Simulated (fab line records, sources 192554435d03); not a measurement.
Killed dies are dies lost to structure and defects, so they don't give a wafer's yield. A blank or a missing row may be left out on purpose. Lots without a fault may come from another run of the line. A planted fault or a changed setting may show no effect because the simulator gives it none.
fab line records | flow n5_finfet
record lots=24 wafers=72 last_day=20
route steps=1938 shown BEOL_M7@1265 BEOL_M8@1332
lots that met no fault: from a run of the same line without faults
start_h: hours from the record's first day to the start of the lot's first wafer shown | wait_h: hours since the lot's step before | " the same as in the row above | L1.1+2: a row that stands for several wafers | - no value, or no start given | * or withheld: withheld | < > ~ a bound
route shown NAME@n: a module of which the file shows steps, and the number in the route of the first | usual: mean/standard deviation of fault-free wafers | same: alike in all rows | chamber/n: place in a boat | sites: the reading at each site | _std_site: their standard deviation | _edge_site: outer sites' mean less inner sites' | radius_mm: how far each site lies from the wafer's centre | mask NAME#n: copy n | behind: the tool/chamber that last shaped the wafer | hold: why the lot was held/for how many hours/how that ended | device: the transistor (n, p or np) that didn't switch | end of line: the same wafers' tests at the end of the route | a step without rows: its recipe alone | killed: dies lost to structure and defects at the first sort, not the wafer's yield | map: a wafer's dies, x killed, . not, _ none there
set.NAME: the setting as run; set.NAME@STEP: as run at that earlier step | model.NAME: the simulator's own value behind a step, which no gauge read
steps of the route over a sample of lots; a table a step, a row a wafer
services: from which hour (start_h, from the record's first day; less than 0 if before it) a tool's chamber was out of use, for how many hours, and why
## steps
# step N5_BEOL_M7_THK_MEAS_01
# recipe reads=SiCOH_lowk_of_BEOL_M7_ILD_DEP_00
# usual M7_ILD_THK=155.1/1.9
# columns lot.wafer tool chamber start_h wait_h M7_ILD_THK[nm]
L074.1 film_metro-02 - 207.36 0.4 153.4
L074.3 " - " " 152.4
L074.5 " - " " 155.7
L076.1 film_metro-02 - 218.46 0.4 154.6
L076.2 " - " " 154.7
L076.4 " - " " 158.7
L077.2 film_metro-01 - 219.69 0.4 153.9
L077.5 " - " " 157.1
L077.6 " - " " 156.6
L079.1 film_metro-01 - 220.81 0.4 157.2
L079.3 " - " " 154.2
L079.5 " - " " 158.8
L075.2 film_metro-01 - 221.04 0.4 153.7
L075.3 " - " " 156.7
L075.6 " - " " 156.5
L078.1 film_metro-02 - 230.39 0.4 151.5
L078.4 " - " " 152.4
L078.6 " - " " 154.0
L080.1 film_metro-02 - 249.33 0.4 153.9
L080.3 " - " " 151.4
L080.5 " - " " 154.7
L081.2 film_metro-02 - 255.68 0.4 151.3
L081.5 " - " " 154.2
L081.6 " - " " 157.0
L082.2 film_metro-02 - 275.64 0.4 152.8
L082.3 " - " " 154.0
L082.5 " - " " 157.2
L085.2 film_metro-01 - 277.44 0.4 152.1
L085.3 " - " " 154.3
L085.4 " - " " 155.0
L084.2 film_metro-01 - 305.89 0.4 155.1
L084.4 " - " " 155.6
L084.5 " - " " 155.6
L086.2 film_metro-01 - 310.26 0.4 155.0
L086.3 " - " " 155.2
L086.4 " - " " 156.4
L089.2 film_metro-02 - 321.05 0.4 157.9
L089.3 " - " " 155.0
L089.5 " - " " 158.1
L083.3 film_metro-02 - 324.74 0.3 151.7
L083.4 " - " " 153.3
L083.5 " - " " 155.1
L087.1 film_metro-02 - 327.11 0.4 153.7
L087.4 " - " " 156.8
L087.6 " - " " 157.0
L088.1 film_metro-02 - 333.78 0.8 156.6
L088.2 " - " " 151.5
L088.4 " - " " 154.5
L090.2 film_metro-02 - 337.91 0.7 153.8
L090.3 " - " " 155.4
L090.6 " - " " 156.2
L093.3 film_metro-02 - 350.14 0.5 154.3
L093.4 " - " " 154.0
L093.5 " - " " 156.2
L092.1 film_metro-01 - 356.28 0.8 154.0
L092.2 " - " " 152.3
L092.6 " - " " 157.1
L094.1 film_metro-02 - 357.84 0.4 155.1
L094.2 " - " " 153.7
L094.3 " - " " 154.9
L091.1 film_metro-01 - 358.49 0.4 154.2
L091.3 " - " " 151.8
L091.6 " - " " 156.6
L097.1 film_metro-02 - 372.10 0.4 153.7
L097.2 " - " " 153.4
L097.5 " - " " 157.2
L095.4 film_metro-01 - 372.28 0.2 156.6
L095.5 " - " " 156.8
L095.6 " - " " 158.8
L096.2 film_metro-01 - 384.56 0.4 155.3
L096.3 " - " " 155.6
L096.6 " - " " 156.5
# step N5_BEOL_M7_ETCH_66
# recipe chemistry=N2/H2 target=SOC target_depth_a=800 overetch_a=160 mask_material=SiARC temp_c=40 time_s=120 ion_energy_ev=200 pressure_mtorr=30 source_w=840 bias_w=150 n2_flow_sccm=200 h2_flow_sccm=200
# usual drypump_motor_current_A=5.6/0.48 oes_product_au=0.62/0.069 rf_vpp_V=524.2/2.7 showerhead_plenum_p_Torr=2.55/0.097 temp_c=40.01/0.1 throttle_valve_pct=17.79/0.24
# columns lot.wafer tool chamber start_h wait_h drypump_motor_current_A oes_product_au rf_hours_counter_h rf_vpp_V showerhead_plenum_p_Torr temp_c throttle_valve_pct
L074.1 rie_diel-06 1 210.86 0.0 5.6 0.54 220 525.7 2.62 40.15 18.24
L074.3 " 0 " " 5.2 0.71 18 523.3 2.49 39.99 17.55
L074.5 " 2 " " 6.5 0.57 - 520.6 2.43 40.20 17.60
L076.1 rie_diel-06 3 224.94 0.0 5.4 0.54 214 522.4 2.52 40.15 18.08
L076.2 " 0 " " 5.2 0.70 22 522.8 2.49 39.85 17.55
L076.4 " 2 " " 6.5 0.57 172 520.1 2.42 39.87 17.62
L077.2 rie_diel-06 0 225.34 0.0 5.2 0.70 22 522.8 2.49 39.85 17.56
L077.5 " 0 " " 5.2 0.71 - 523.7 2.49 39.87 17.53
L077.6 " 1 " " 5.6 0.54 - 526.2 2.62 40.14 18.25
L079.1 rie_diel-03 0 228.67 0.0 4.8 0.64 55 522.2 2.48 39.96 17.54
L079.3 " 3 " " 5.5 0.68 27 527.7 2.71 39.94 17.60
L079.5 " 1 " " 6.0 0.54 - 525.5 2.61 40.20 18.06
L075.2 rie_diel-02 3 228.81 0.0 5.8 0.59 103 521.5 2.46 40.19 18.13
L075.3 " 2 " " 6.0 0.56 176 525.5 2.63 39.97 17.82
L075.6 " 0 " " 5.6 0.69 - 522.0 2.48 39.85 17.61
L078.1 rie_diel-06 1 238.53 0.0 5.6 0.54 227 527.5 2.62 40.04 18.25
L078.4 " 3 " " 5.5 0.53 217 524.8 2.52 40.05 18.10
L078.6 " 0 " " 5.2 0.69 - 522.4 2.49 40.03 17.55
L080.1 rie_diel-06 0 255.01 0.0 5.2 0.68 29 521.8 2.48 40.07 17.57
L080.3 " 1 " " 5.6 0.53 231 526.0 2.62 39.99 18.24
L080.5 " 1 " " 5.6 0.53 - 525.1 2.62 39.89 18.26
L081.2 rie_diel-06 2 258.96 0.0 6.4 0.56 179 520.9 2.42 40.05 17.62
L081.5 " 0 " " 5.2 0.68 - 522.2 2.48 40.07 17.57
L081.6 " 1 " " 5.6 0.53 - 525.4 2.62 40.02 18.26
L082.2 rie_diel-03 1 277.97 0.0 6.1 0.53 249 526.8 2.60 39.95 18.10
L082.3 " 2 " " 5.3 0.71 14 527.7 2.71 40.04 17.68
L082.5 " 3 " " 5.5 0.66 - 528.1 2.70 40.08 17.63
L085.2 rie_diel-03 2 281.87 0.0 5.3 0.71 16 528.8 2.71 39.99 17.68
L085.3 " 3 " " 5.5 0.66 49 528.5 2.70 39.98 17.64
L085.4 " 2 " " 5.3 0.72 - 528.8 2.71 39.84 17.68
L084.2 rie_diel-03 0 312.44 0.0 4.7 0.61 85 521.7 2.47 39.82 17.60
L084.4 " 3 " " 5.5 0.65 58 526.9 2.70 39.85 17.67
L084.5 " 3 " " 5.5 0.64 - 528.1 2.70 39.88 17.67
L086.2 rie_diel-06 3 315.57 0.0 5.5 0.52 236 523.7 2.52 40.07 18.12
L086.3 " 1 " " 5.6 0.52 246 526.6 2.61 39.96 18.27
L086.4 " 2 " " 6.5 0.56 192 521.7 2.42 40.09 17.65
L089.2 rie_diel-03 0 324.73 0.0 4.7 0.60 88 521.1 2.47 39.96 17.61
L089.3 " 2 " " 5.3 0.69 28 529.0 2.70 39.85 17.69
L089.5 " 1 " " 6.0 0.74 - 525.8 2.60 40.01 17.69
L083.3 rie_diel-06 1 330.20 0.0 5.6 0.52 249 524.8 2.61 39.91 18.28
L083.4 " 0 " " 5.2 0.67 49 521.8 2.48 39.96 17.60
L083.5 " 0 " " 5.2 0.66 - 522.2 2.48 39.93 17.61
L087.1 rie_diel-02 1 333.44 0.0 6.3 0.65 55 524.5 2.58 40.08 17.67
L087.4 " 3 " " 5.8 0.57 138 521.2 2.45 40.19 18.20
L087.6 " 1 " " 6.3 0.65 - 524.2 2.58 40.21 17.66
L088.1 rie_diel-03 3 336.06 0.0 5.5 0.63 64 527.5 2.69 40.06 17.66
L088.2 " 2 " " 5.3 0.68 31 527.5 2.70 39.98 17.72
L088.4 " 1 " " 6.1 0.74 8 526.1 2.60 40.09 17.67
L090.2 rie_diel-06 2 343.17 0.0 6.4 0.55 199 520.6 2.41 40.08 17.67
L090.3 " 3 " " 5.5 0.52 242 522.5 2.51 40.04 18.15
L090.6 " 1 " " 5.6 0.53 - 525.0 2.61 40.20 18.28
L093.3 rie_diel-03 2 353.61 0.0 5.3 0.69 36 527.6 2.70 39.91 17.71
L093.4 " 0 " " 4.7 0.60 95 521.8 2.46 39.93 17.61
L093.5 " 1 " " 6.0 0.73 - 525.5 2.60 40.08 17.69
L092.1 rie_diel-03 1 361.00 0.0 6.0 0.72 15 526.4 2.60 40.16 17.70
L092.2 " 0 " " 4.8 0.60 97 522.0 2.46 40.23 17.61
L092.6 " 0 " " 4.7 0.59 - 522.4 2.46 40.02 17.62
L094.1 rie_diel-06 2 365.20 0.0 6.4 0.55 206 520.2 2.41 40.13 17.67
L094.2 " 3 " " 5.5 0.51 250 521.4 2.51 40.12 18.16
L094.3 " 0 " " 5.2 0.65 59 521.9 2.47 40.03 17.62
L091.1 rie_diel-03 0 365.42 0.0 4.7 0.60 98 521.8 2.46 39.98 17.61
L091.3 " 1 " " 6.0 0.71 15 525.4 2.60 40.04 17.69
L091.6 " 1 " " 6.0 0.72 - 524.1 2.60 39.87 17.70
L097.1 rie_diel-02 0 375.40 0.0 5.6 0.63 79 521.6 2.46 39.85 17.70
L097.2 " 1 " " 6.2 0.63 67 525.3 2.57 40.05 17.68
L097.5 " 0 " " 5.6 0.64 - 519.7 2.46 39.89 17.68
L095.4 rie_diel-06 2 375.70 0.0 6.5 0.55 - 520.3 2.41 39.99 17.69
L095.5 " 3 " " 5.5 0.51 - 522.6 2.51 39.96 18.18
L095.6 " 0 " " 5.2 0.64 - 522.0 2.47 40.07 17.63
L096.2 rie_diel-03 2 390.35 0.0 5.3 0.67 46 526.9 2.69 40.18 17.74
L096.3 " 3 " " 5.5 0.63 79 527.3 2.69 40.01 17.69
L096.6 " 0 " " 4.7 0.59 - 521.6 2.46 40.01 17.64
# step N5_BEOL_M7_THK_MEAS_53
# recipe thk_meas_gauge=xrf reads=Cu_of_BEOL_M7_ECD_50
# usual M7_THK=78.8/1.5
# columns lot.wafer tool chamber start_h wait_h M7_THK[nm]
L074.1 film_metro-02 - 215.53 - 77.1
L074.3 " - " " 79.4
L074.5 " - " " 78.1
L076.1 film_metro-01 - 229.33 - 77.3
L076.2 " - " " 79.7
L076.4 " - " " 78.6
L077.2 film_metro-02 - 230.14 - 80.2
L077.5 " - " " 79.6
L077.6 " - " " 78.7
L075.2 film_metro-02 - 232.50 - 80.1
L075.3 " - " " 79.9
L075.6 " - " " 80.5
L079.1 film_metro-01 - 233.17 - 78.0
L079.3 " - " " 77.9
L079.5 " - " " 79.3
L078.1 film_metro-02 - 241.45 - 77.7
L078.4 " - " " 78.5
L078.6 " - " " 78.5
L080.1 film_metro-02 - 257.93 - 80.1
L080.3 " - " " 78.0
L080.5 " - " " 77.0
L081.2 film_metro-01 - 261.39 - 79.2
L081.5 " - " " 79.3
L081.6 " - " " 77.2
L082.2 film_metro-02 - 282.40 - 78.4
L082.3 " - " " 79.8
L082.5 " - " " 78.0
L085.2 film_metro-01 - 285.09 - 82.1
L085.3 " - " " 78.9
L085.4 " - " " 79.5
L084.2 film_metro-01 - 317.69 - 77.3
L084.4 " - " " 77.3
L084.5 " - " " 77.0
L086.2 film_metro-02 - 319.99 - 79.3
L086.3 " - " " 77.6
L086.4 " - " " 79.0
L089.2 film_metro-02 - 328.03 - 79.1
L089.3 " - " " 81.2
L089.5 " - " " 83.3
L083.3 film_metro-02 - 334.78 - 78.5
L083.4 " - " " 79.6
L083.5 " - " " 78.8
L087.1 film_metro-02 - 336.37 - 77.6
L087.4 " - " " 77.6
L087.6 " - " " 78.1
L088.1 film_metro-01 - 340.33 - 79.2
L088.2 " - " " 77.1
L088.4 " - " " 79.2
L090.2 film_metro-02 - 345.57 - 79.8
L090.3 " - " " 79.3
L090.6 " - " " 78.5
L093.3 film_metro-02 - 356.76 - 78.7
L093.4 " - " " 77.1
L093.5 " - " " 80.6
L092.1 film_metro-01 - 364.68 - 82.8
L092.2 " - " " 77.4
L092.6 " - " " 77.9
L094.1 film_metro-02 - 368.27 - 77.1
L094.2 " - " " 77.8
L094.3 " - " " 78.2
L091.1 film_metro-01 - 368.54 - 77.0
L091.3 " - " " 80.1
L091.6 " - " " 80.2
L097.1 film_metro-01 - 379.48 - 79.5
L097.2 " - " " 78.5
L097.5 " - " " 80.7
L095.4 film_metro-01 - 380.02 - 78.6
L095.5 " - " " 77.2
L095.6 " - " " 78.6
L096.2 film_metro-02 - 393.83 - 77.9
L096.3 " - " " 76.3
L096.6 " - " " 77.3
# step N5_BEOL_M8_ILD_DEP_00
# recipe material=SiCOH_lowk target_thk_a=1797.5 temp_c=300 precursor=DEMS/porogen pressure_torr=5 rf_w=500 time_s=33.4
# usual heater_power_w=305/47 showerhead_plenum_p_Torr=5.737/0.02 throttle_valve_pct=14.0/0.73
# columns lot.wafer tool chamber start_h wait_h heater_power_w showerhead_plenum_p_Torr throttle_valve_pct
L074.1 pecvd-01 1 215.76 0.0 401 5.763 15.1
L074.3 " 1 " " 396 5.763 15.2
L074.5 " 0 " " 312 5.752 13.3
L076.1 pecvd-02 2 229.56 0.0 377 5.748 13.3
L076.2 " 1 " " 282 5.755 14.9
L076.4 " 2 " " 388 5.767 13.2
L077.2 pecvd-01 1 230.34 0.0 355 5.769 15.1
L077.5 " 0 " " 302 5.754 13.5
L077.6 " 1 " " 360 5.752 15.4
L075.2 pecvd-02 1 232.69 0.0 250 5.752 15.0
L075.3 " 0 " " 282 5.720 14.5
L075.6 " 0 " " 284 5.720 14.6
L079.1 pecvd-03 1 233.36 0.0 342 5.711 13.9
L079.3 " 0 " " 216 5.712 13.7
L079.5 " 0 " " 224 5.725 13.8
L078.1 pecvd-02 0 241.64 0.0 284 5.717 14.6
L078.4 " 0 " " 289 5.729 14.5
L078.6 " 1 " " 298 5.757 15.0
L080.1 pecvd-01 2 258.13 0.0 271 5.753 12.6
L080.3 " 1 " " 353 5.770 15.5
L080.5 " 1 " " 362 5.739 15.2
L081.2 pecvd-03 2 261.59 0.0 245 5.727 13.6
L081.5 " 1 " " 333 5.725 13.9
L081.6 " 2 " " 255 5.719 13.6
L082.2 pecvd-03 0 282.60 0.0 261 5.714 13.8
L082.3 " 1 " " 270 5.730 14.1
L082.5 " 0 " " 268 5.710 13.9
L085.2 pecvd-03 0 285.28 0.0 274 5.709 13.7
L085.3 " 2 " " 260 5.727 13.6
L085.4 " 1 " " 328 5.715 13.9
L084.2 pecvd-03 1 317.88 0.0 333 5.718 13.9
L084.4 " 1 " " 335 5.708 13.6
L084.5 " 0 " " 260 5.725 13.7
L086.2 pecvd-02 2 320.18 0.0 344 5.744 13.5
L086.3 " 1 " " 292 5.760 14.8
L086.4 " 1 " " 290 5.776 15.1
L089.2 pecvd-01 1 328.22 0.0 396 5.771 15.1
L089.3 " 0 " " 305 5.754 13.3
L089.5 " 1 " " 402 5.763 15.6
L083.3 pecvd-03 1 334.97 0.0 284 5.718 13.8
L083.4 " 0 " " 266 5.705 14.0
L083.5 " 1 " " 289 5.697 13.9
L087.1 pecvd-03 2 336.56 0.0 268 5.733 14.0
L087.4 " 2 " " 278 5.732 13.7
L087.6 " 1 " " 314 5.709 13.9
L088.1 pecvd-02 2 340.52 0.0 385 5.731 13.3
L088.2 " 1 " " 253 5.769 14.9
L088.4 " 1 " " 248 5.756 14.9
L090.2 pecvd-01 1 345.77 0.0 390 5.759 15.4
L090.3 " 0 " " 302 5.754 13.5
L090.6 " 0 " " 309 5.747 13.4
L093.3 pecvd-03 0 356.95 0.0 266 5.705 14.0
L093.4 " 2 " " 268 5.720 13.7
L093.5 " 0 " " 267 5.716 14.1
L092.1 pecvd-02 2 364.88 0.0 373 5.759 13.3
L092.2 " 1 " " 259 5.771 15.0
L092.6 " 0 " " 258 5.719 14.3
L094.1 pecvd-02 2 368.46 0.0 388 5.746 13.5
L094.2 " 0 " " 313 5.701 14.5
L094.3 " 1 " " 298 5.760 15.1
L091.1 pecvd-01 1 368.73 0.0 326 5.757 15.3
L091.3 " 2 " " 319 5.762 13.0
L091.6 " 0 " " 277 5.746 13.6
L097.1 pecvd-02 2 379.67 0.0 366 5.743 13.5
L097.2 " 0 " " 280 5.721 14.3
L097.5 " 2 " " 364 5.755 13.4
L095.4 pecvd-03 0 380.24 0.1 226 5.712 14.0
L095.5 " 1 " " 308 5.721 13.9
L095.6 " 2 " " 237 5.727 14.0
L096.2 pecvd-01 1 394.02 0.0 381 5.750 15.0
L096.3 " 2 " " 316 5.756 13.1
L096.6 " 0 " " 330 5.729 13.2
# step N5_BEOL_M8_THK_MEAS_01
# recipe reads=SiCOH_lowk_of_BEOL_M8_ILD_DEP_00
# usual M8_ILD_THK=155.5/2.2
# columns lot.wafer tool chamber start_h wait_h M8_ILD_THK[nm]
L074.1 film_metro-02 - 216.36 0.4 153.0
L074.3 " - " " 154.6
L074.5 " - " " 155.7
L076.1 film_metro-01 - 230.13 0.4 154.2
L076.2 " - " " 153.2
L076.4 " - " " 155.1
L077.2 film_metro-01 - 230.94 0.4 152.2
L077.5 " - " " 154.3
L077.6 " - " " 154.0
L075.2 film_metro-02 - 233.31 0.4 154.2
L075.3 " - " " 152.2
L075.6 " - " " 156.0
L079.1 film_metro-01 - 233.94 0.4 153.2
L079.3 " - " " 153.7
L079.5 " - " " 156.5
L078.1 film_metro-02 - 242.97 0.4 152.0
L078.4 " - " " 154.3
L078.6 " - " " 155.3
L080.1 film_metro-01 - 258.71 0.4 156.5
L080.3 " - " " 156.2
L080.5 " - " " 159.7
L081.2 film_metro-02 - 262.19 0.4 156.7
L081.5 " - " " 159.1
L081.6 " - " " 159.3
L082.2 film_metro-01 - 283.17 0.4 157.1
L082.3 " - " " 156.2
L082.5 " - " " 157.2
L085.2 film_metro-02 - 285.86 0.4 153.7
L085.3 " - " " 155.1
L085.4 " - " " 159.1
L084.2 film_metro-01 - 318.46 0.4 156.2
L084.4 " - " " 158.4
L084.5 " - " " 157.7
L086.2 film_metro-02 - 320.76 0.4 151.4
L086.3 " - " " 154.6
L086.4 " - " " 157.2
L089.2 film_metro-01 - 328.80 0.4 154.6
L089.3 " - " " 153.5
L089.5 " - " " 158.5
L083.3 film_metro-02 - 336.03 0.5 157.3
L083.4 " - " " 157.5
L083.5 " - " " 160.4
L087.1 film_metro-01 - 337.14 0.4 153.4
L087.4 " - " " 155.1
L087.6 " - " " 154.6
L088.1 film_metro-01 - 341.10 0.4 153.6
L088.2 " - " " 154.8
L088.4 " - " " 158.0
L090.2 film_metro-02 - 346.35 0.4 155.7
L090.3 " - " " 157.3
L090.6 " - " " 156.5
L093.3 film_metro-01 - 358.11 0.5 156.5
L093.4 " - " " 156.8
L093.5 " - " " 158.5
L092.1 film_metro-02 - 365.46 0.4 150.8
L092.2 " - " " 151.5
L092.6 " - " " 152.6
L094.1 film_metro-02 - 369.11 0.4 153.3
L094.2 " - " " 151.9
L094.3 " - " " 152.0
L091.1 film_metro-01 - 369.59 0.4 151.9
L091.3 " - " " 152.9
L091.6 " - " " 155.7
L097.1 film_metro-01 - 380.73 0.8 152.7
L097.2 " - " " 155.4
L097.5 " - " " 157.0
L095.4 film_metro-01 - 381.13 0.2 158.5
L095.5 " - " " 158.6
L095.6 " - " " 158.1
L096.2 film_metro-02 - 394.74 0.4 154.0
L096.3 " - " " 157.2
L096.6 " - " " 156.8
# step N5_BEOL_M8_INSPECT_13
# recipe mode=adi inspect_instrument=brightfield
# usual raw_defect_count=430/100
# columns lot.wafer tool chamber start_h wait_h raw_defect_count
L074.1 defect_inspect-01 - 218.91 0.0 388
L074.3 " - " " 366
L074.5 " - " " 424
L076.1 defect_inspect-01 - 232.50 0.0 439
L076.2 " - " " 334
L076.4 " - " " 491
L077.2 defect_inspect-02 - 232.54 0.0 504
L077.5 " - " " 474
L077.6 " - " " 405
L075.2 defect_inspect-02 - 233.96 0.0 320
L075.3 " - " " 268
L075.6 " - " " 452
L079.1 defect_inspect-02 - 236.14 0.0 381
L079.3 " - " " 440
L079.5 " - " " 454
L078.1 defect_inspect-02 - 243.89 0.0 657
L078.4 " - " " 492
L078.6 " - " " 843
L080.1 defect_inspect-01 - 259.52 0.0 363
L080.3 " - " " 532
L080.5 " - " " 338
L081.2 defect_inspect-02 - 263.27 0.0 465
L081.5 " - " " 433
L081.6 " - " " 306
L082.2 defect_inspect-01 - 284.18 0.0 474
L082.3 " - " " 413
L082.5 " - " " 400
L085.2 defect_inspect-01 - 286.98 0.0 325
L085.3 " - " " 331
L085.4 " - " " 452
L084.2 defect_inspect-01 - 319.97 0.0 311
L084.4 " - " " 296
L084.5 " - " " 320
L086.2 defect_inspect-01 - 323.63 0.0 469
L086.3 " - " " 459
L086.4 " - " " 445
L089.2 defect_inspect-01 - 331.37 0.0 331
L089.3 " - " " 319
L089.5 " - " " 381
L083.3 defect_inspect-02 - 336.86 0.0 345
L083.4 " - " " 322
L083.5 " - " " 411
L087.1 defect_inspect-02 - 337.66 0.0 542
L087.4 " - " " 522
L087.6 " - " " 462
L088.1 defect_inspect-01 - 342.08 0.0 413
L088.2 " - " " 393
L088.4 " - " " 601
L090.2 defect_inspect-01 - 347.93 0.0 416
L090.3 " - " " 429
L090.6 " - " " 571
L093.3 defect_inspect-02 - 361.96 0.0 394
L093.4 " - " " 444
L093.5 " - " " 431
L092.1 defect_inspect-02 - 366.70 0.0 610
L092.2 " - " " 767
L092.6 " - " " 611
L094.1 defect_inspect-02 - 370.39 0.0 420
L094.2 " - " " 379
L094.3 " - " " 264
L091.1 defect_inspect-02 - 370.78 0.0 374
L091.3 " - " " 400
L091.6 " - " " 389
L097.1 defect_inspect-02 - 384.25 0.0 425
L097.2 " - " " 474
L097.5 " - " " 485
L095.4 defect_inspect-01 - 384.53 0.0 348
L095.5 " - " " 366
L095.6 " - " " 515
L096.2 defect_inspect-01 - 396.67 0.0 330
L096.3 " - " " 629
L096.6 " - " " 531
## services
# columns tool chamber start_h hours kind
pecvd-03 - 208.55 0.7 repair
rie_diel-02 2 214.00 6.4 repair
pecvd-03 2 214.61 14.7 repair
rie_diel-02 1 219.30 40.8 repair
rie_diel-03 2 225.34 - clean
rie_diel-03 2 225.34 - consumable_replace:focus_ring
rie_diel-03 2 225.34 - consumable_replace:showerhead
rie_diel-03 2 225.34 18.0 scheduled_down
rie_diel-06 3 252.54 2.8 repair
rie_diel-03 1 260.48 6.6 repair
pecvd-01 2 291.81 5.0 repair
pecvd-01 - 303.96 1.5 repair
pecvd-02 - 309.13 1.0 repair
rie_diel-03 3 318.68 3.2 repair
rie_diel-06 3 326.10 3.0 repair
rie_diel-06 1 356.46 - clean
rie_diel-06 1 356.46 - consumable_replace:focus_ring
rie_diel-06 1 356.46 29.5 scheduled_down
rie_diel-06 1 356.46 29.5 vent_cycle
pecvd-03 - 370.63 2.8 pm
rie_diel-03 2 381.01 1.2 repair
rie_diel-02 - 383.04 0.7 repair
rie_diel-06 - 385.21 14.6 pm
rie_diel-03 1 388.62 8.8 repair
## key
fault none
